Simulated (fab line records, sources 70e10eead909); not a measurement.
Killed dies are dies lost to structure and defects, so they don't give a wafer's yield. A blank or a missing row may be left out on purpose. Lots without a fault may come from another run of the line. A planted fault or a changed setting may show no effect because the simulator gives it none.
A struck lot beside a sound one | flow nand_harc | 14 steps out of a route of 1159
Sound: wafers L784.1, L784.3, L784.4. Struck: wafers L786.2, L786.3, L786.5. The cause comes at the end.
At each step with rows: each side's tool, then ch and its chambers, then its first start. Under that, the readings that differ: sound wafers | struck wafers | difference of the means | sigmas: that difference in standard deviations of wafers without a fault.
alike: readings whose means differ by less than 2 such deviations, and words and numbers that are the same on both sides. not compared: withheld readings, readings that some wafer has no value for, bounds like >300 that may hide the same value, and numbers for which the record gives no deviation and whose values overlap.
The two part at a step that has a row with sigmas, a row that says differs or no value, or rows on one side only. Numbers that don't overlap but have no deviation are shown without sigmas and don't part them. A reading that every wafer of one side lacks parts them only if that side has two wafers or more.

first, 1 step without rows for these wafers: NHARC_P_ZERO_WELL_HARDBAKE_12 (time 65 s).
NHARC_P_ZERO_WELL_DESCUM_13: chemistry O2, time 3 s.
  sound on rie_diel-13 ch 0,1,2, day 3 01:25; struck on rie_diel-10 ch 1,2,3, day 3 14:01
  alike: drypump_motor_current_A, oes_product_au, rf_vpp_V, showerhead_plenum_p_Torr, throttle_valve_pct
  not compared: rf_hours_counter_h
NHARC_P_ZERO_WELL_ETCH_65: etches the open film in N2/H2, target depth 80 nm, overetch 24 nm, time 87.88 s.
  sound on rie_diel-13 ch 0,2,3, day 3 01:29; struck on rie_diel-10 ch 0,1,2, day 3 14:05
  alike: drypump_motor_current_A, oes_product_au, rf_fwd_power_W, rf_vpp_V, showerhead_plenum_p_Torr, throttle_valve_pct
  not compared: rf_hours_counter_h
NHARC_P_ZERO_WELL_ETCH_62: etches the open film in CHF3/Ar, target depth 13 nm, time 6.5 s.
  sound on rie_diel-13 ch 1,2,3; struck on rie_diel-10 ch 0,2,3
  alike: chf3_flow_sccm, drypump_motor_current_A, oes_product_au, rf_fwd_power_W, rf_vpp_V, showerhead_plenum_p_Torr, throttle_valve_pct
  not compared: rf_hours_counter_h
NHARC_P_ZERO_WELL_ETCH_63: etches the open film in HBr/Cl2, target depth 120 nm, time 40.1 s.
  sound on rie_si-02 ch 0,1,3, day 3 01:39; struck on rie_si-02 ch 1,3, day 3 14:16
  alike: drypump_motor_current_A, oes_product_au, rf_fwd_power_W, throttle_valve_pct
  not compared: rf_hours_counter_h
then, 7 steps without rows for these wafers: NHARC_P_ZERO_WELL_STRIP_15 (strips in SPM, time 900 s); NHARC_P_ZERO_WELL_DEHYDRATE_16 (time 120 s); NHARC_P_ZERO_WELL_HMDS_17 (time 30 s); NHARC_P_ZERO_WELL_COAT_18; NHARC_P_ZERO_WELL_SOFTBAKE_19 (time 95 s); NHARC_P_ZERO_WELL_EBR_20; NHARC_P_ZERO_WELL_EXPOSE_21 (exposes mask P NWELL, target cd 720 nm).
NHARC_P_ZERO_WELL_PEB_22: peb time 85 s.
  sound on litho_track-03 ch 0, day 3 02:22; struck on litho_track-03, day 3 15:06
  no value came back on the struck wafers for chill_plate_temp_C (C), exhaust_pa (Pa), peb_time_s (s); on the sound wafers chill_plate_temp_C (C) reads 23.12 23.00 22.96
then, 1 step without rows for these wafers: NHARC_P_ZERO_WELL_DEVELOP_23 (time 70 s).

WHERE THEY PART
Only at NHARC_P_ZERO_WELL_PEB_22, within this record.

WHY: what the simulator had put in
Skipped step whole: litho_track-03, from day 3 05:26 on, at NHARC_P_ZERO_WELL_PEB_22. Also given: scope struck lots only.
